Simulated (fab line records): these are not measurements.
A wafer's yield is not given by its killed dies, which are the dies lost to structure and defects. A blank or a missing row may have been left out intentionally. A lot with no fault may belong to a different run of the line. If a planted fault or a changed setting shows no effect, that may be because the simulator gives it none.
Matching of chambers + flow n5-finfet + N5_BEOL_M0_SAQP_DESCUM_19 on rie-diel-06 has 4 sister chambers
The step chemistry O2, time 7.9 s. 14 wafers are shown with their chamber, then 7 later ones without.

## WAFERS WITH THEIR CHAMBER
| wafer  | chamber | throttle-valve-pct (%) | drypump-motor-current-A (A) | oes-product-au (a.u.) |
|--------|---------|------------------------|-----------------------------|-----------------------|
| L074.2 | 1       | 20.51                  | 5.67                        | 0.76                  |
| L074.3 | 3       | 20.26                  | 5.86                        | 0.79                  |
| L074.5 | 1       | 20.51                  | 5.66                        | 0.76                  |
| L085.3 | 0       | 20.23                  | 5.56                        | 0.87                  |
| L085.4 | 0       | 20.22                  | 5.56                        | 0.87                  |
| L085.5 | 2       | 20.90                  | 5.32                        | 0.69                  |
| L086.2 | 3       | 20.27                  | 5.86                        | 0.77                  |
| L086.4 | 2       | 20.91                  | 5.30                        | 0.69                  |
| L086.6 | 2       | 20.91                  | 5.34                        | 0.69                  |
| L089.1 | 1       | 20.54                  | 5.62                        | 0.74                  |
| L089.2 | 0       | 20.24                  | 5.57                        | 0.85                  |
| L089.6 | 3       | 20.28                  | 5.87                        | 0.77                  |
| L094.1 | 3       | 20.30                  | 5.85                        | 0.77                  |
| L094.3 | 1       | 20.55                  | 5.65                        | 0.74                  |

SIGNATURES (averages over the wafers above)
| reading                 | chamber 0 | chamber 1 | chamber 2 | chamber 3 | scatter within a chamber |
|-------------------------|-----------|-----------|-----------|-----------|--------------------------|
| throttle-valve-pct      | 20.2300   | 20.5275   | 20.9067   | 20.2775   | 0.0155                   |
| drypump-motor-current-A | 5.5633    | 5.6500    | 5.3200    | 5.8600    | 0.0157                   |
| oes-product-au          | 0.8633    | 0.7500    | 0.6900    | 0.7750    | 0.00983                  |
Rule: a wafer's distance from a chamber is the root of the sum, over the readings, of the square of ((its reading less the chamber's mean) divided by the reading's scatter). If the next closest chamber is less than 2 further off than the closest, the wafer can't be placed; otherwise it belongs to the closest. The scatter is the square root of a quotient: the sum, over the shown wafers, of each reading's squared deviation from its chamber's mean, divided by wafers minus chambers.

## WAFERS WITHOUT THEIR CHAMBER
| wafer  | throttle-valve-pct (%) | drypump-motor-current-A (A) | oes-product-au (a.u.) |
|--------|------------------------|-----------------------------|-----------------------|
| L094.5 | 20.24                  | 5.56                        | 0.85                  |
| L095.4 | 20.28                  | 5.56                        | 0.83                  |
| L095.5 | 20.30                  | 5.87                        | 0.76                  |
| L095.6 | 20.55                  | 5.60                        | 0.74                  |
| L097.2 | 20.45                  | 5.31                        | 0.93                  |
| L097.3 | 20.31                  | 5.89                        | 0.76                  |
| L097.5 | 20.25                  | 5.58                        | 0.83                  |

## THE CHAMBER EACH PASSED THROUGH
| wafer  | from the rows above | in truth                   |
|--------|---------------------|----------------------------|
| L094.5 | 0                   | 0                          |
| L095.4 | 0                   | 0                          |
| L095.5 | 3                   | 3                          |
| L095.6 | 1                   | 1                          |
| L097.2 | 0                   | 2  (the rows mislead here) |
| L097.3 | 3                   | 3                          |
| L097.5 | 0                   | 0                          |
6 of 7 placed correctly. Not placeable from these rows: 0. 1 placed wrongly.
